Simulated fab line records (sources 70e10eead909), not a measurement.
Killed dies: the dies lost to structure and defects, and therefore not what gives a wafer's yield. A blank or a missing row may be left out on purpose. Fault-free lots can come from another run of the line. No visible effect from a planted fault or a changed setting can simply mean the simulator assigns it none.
Matching of chambers | flow nand_harc | 4 sister chambers for NHARC_A_CHANNEL_FILL_D2_CMP_10 on cmp-03
The step polishes, target thk 150 nm. 4 wafers are shown with their chamber, then 7 later ones without.

WAFERS WITH THEIR CHAMBER
wafer  | chamber | motor_current_A (A)
L079.5 | 2       | 13.7
L085.4 | 0       | 11.1
L089.3 | 3       | 11.3
L089.4 | 1       | 13.9

WAFERS WHOSE CHAMBER IS MISSING
wafer  | motor_current_A (A)
L089.6 | 11.5
L093.2 | 12.8
L093.3 | 11.2
L093.4 | 13.3
L095.1 | 11.6
L095.3 | 13.6
L095.6 | 13.2

THE CHAMBER EACH PASSED THROUGH
wafer  | from the rows above               | in truth
L089.6 | can't be placed: 3 or 0           | 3
L093.2 | can't be placed: 2 or 1 or 3 or 0 | 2
L093.3 | can't be placed: 0 or 3           | 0
L093.4 | can't be placed: 2 or 1           | 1
L095.1 | can't be placed: 3 or 0           | 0
L095.3 | can't be placed: 2 or 1           | 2
L095.6 | can't be placed: 2 or 1           | 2
Placed correctly: 0 of 7. Can't be placed from these rows: 7 (the true chamber is among the candidates in 7). 0 placed wrongly.
How it was worked out, from the rows above alone: a wafer's distance from a chamber is the root of the sum, over the readings, of the square of ((its reading less the chamber's mean) divided by the reading's scatter). If the next closest chamber is less than 2 further off than the closest, the wafer can't be placed; otherwise it belongs to the closest. For every chamber, the mean is computed from those of its wafers that are shown. The scatter: root of mean squared gap, hidden wafer to nearest shown wafer, with one shown wafer a chamber.
